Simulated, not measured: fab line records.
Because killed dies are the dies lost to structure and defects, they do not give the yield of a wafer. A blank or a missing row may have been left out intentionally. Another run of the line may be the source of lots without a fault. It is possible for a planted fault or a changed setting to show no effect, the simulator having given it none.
A lot that was struck, set against a sound lot || flow nand_harc || 28 steps out of a route of 1302
Sound: wafers L429.1, L429.3, L429.6. The struck wafers were L418.2, L418.5, L418.6. The cause is named last.
At each step with rows: each side's tool, then ch and its chambers, then its first start. Under that, the readings that differ: sound wafers || struck wafers || difference of the means || sigmas: that difference in standard deviations of wafers without a fault.
alike: readings with means less than 2 such deviations apart, plus words and numbers identical on both sides. not compared: withheld readings, readings lacking a value on some wafer, bounds such as >300 that could conceal the same value, and numbers that have no deviation in the record and whose values overlap.
Wherever a step has rows on one side only, a row that says differs or no value, or a row with sigmas, the two part there. Numbers that don't overlap but have no deviation are shown without sigmas and don't part them. A reading that every wafer of one side lacks parts them only if that side has two wafers or more.

first, 1 step without rows for these wafers: NHARC_P_ZERO_WELL_HARDBAKE_53 (time 80 s).
NHARC_P_ZERO_WELL_DESCUM_54: chemistry O2, time 3 s.
  sound on rie_diel-07 ch 1,3, day 10 19:53; struck on rie_diel-01 ch 0,2,3, day 6 06:08
  alike: drypump_motor_current_A, oes_product_au, rf_vpp_V, showerhead_plenum_p_Torr, throttle_valve_pct
  not compared: rf_hours_counter_h
then, 5 steps without rows for these wafers: NHARC_P_ZERO_WELL_IMPLANT_55; NHARC_P_ZERO_WELL_IMPLANT_61; NHARC_P_ZERO_WELL_STRIP_56 (strips in SPM, time 840 s); NHARC_P_ZERO_WELL_PRECLEAN_68 (cleans in SC1, time 60 s); NHARC_P_ZERO_WELL_SRD_69.
NHARC_P_ZERO_WELL_RTA_42: time 300 s.
  sound on rtp_anneal-02 ch 0, day 10 20:51; struck on rtp_anneal-02 ch 0, day 6 07:13
  alike: lamp_power_pct, wafer_temp_C_max
NHARC_P_ZERO_WELL_INSPECT_43:
  sound: defect_inspect-01 at day 10 21:32; struck: defect_inspect-01 at day 6 07:47
  alike: raw_defect_count
then, 3 steps without rows for these wafers: NHARC_P_STI_ETCH_26 (etches SiO2 in dHF, target depth 11 nm); NHARC_P_STI_PRECLEAN_27 (cleans in SC1); NHARC_P_STI_SRD_28.
NHARC_P_STI_OXIDE_29: material SiO2, target thk 10 nm, ox time 1362 s.
  sound on furnace-01 ch 0, day 11 06:08; struck on furnace-01 ch 0, day 6 14:30
  alike: spike_tc_upper_C
then, 10 steps without rows for these wafers: NHARC_P_STI_HM_DEP_30 (deposits Si3N4, target thk 80 nm, time 873 s); NHARC_P_STI_DEHYDRATE_01 (time 120 s); NHARC_P_STI_HMDS_02 (time 30 s); NHARC_P_STI_COAT_41 (time 65 s); NHARC_P_STI_COAT_03 (resist thk 600 nm); NHARC_P_STI_SOFTBAKE_04 (time 70 s); NHARC_P_STI_EBR_05; NHARC_P_STI_EXPOSE_06 (exposes mask P STI, target cd 200 nm); NHARC_P_STI_PEB_07 (peb time 80 s); NHARC_P_STI_DEVELOP_08 (time 50 s).
NHARC_P_STI_CD_MEAS_09: target cd 200 nm.
  sound on cd_sem-02 ch 0, day 11 17:25; struck on cd_sem-01 ch 0, day 7 01:43
{"reading": "cd_nm (nm)", "sound": "197.2 197.0 196.8", "struck": "201.3 201.5 201.9", "difference": "+4.6", "sigmas": "+3"}
NHARC_P_STI_OVL_MEAS_10:
  sound: overlay-01 at day 11 17:30; struck: overlay-01 at day 7 01:49
  alike: overlay_x_nm, overlay_y_nm
NHARC_P_STI_INSPECT_11:
  sound: defect_inspect-01 at day 11 17:32; struck: defect_inspect-01 at day 7 01:51
{"reading": "raw_defect_count", "sound": "5 9 6", "struck": "462 442 438", "difference": "+441", "sigmas": "+99 or more"}
then, 1 step without rows for these wafers: NHARC_P_STI_HARDBAKE_13 (time 65 s).
-- jump in the record: it breaks off in module P_STI and resumes in module END (first step shown: number 1302 of the route), and 22 days separate the struck wafers' starts before and after --
NHARC_END_SORT_01:
  at this point the record logs the struck wafers (prober-01 ch 0, day 29 02:11) and has no rows for the sound ones

## WHERE THEY PART
Earliest at NHARC_P_STI_CD_MEAS_09; latest, in this record, at NHARC_END_SORT_01.

WHY: whatever the simulator had introduced
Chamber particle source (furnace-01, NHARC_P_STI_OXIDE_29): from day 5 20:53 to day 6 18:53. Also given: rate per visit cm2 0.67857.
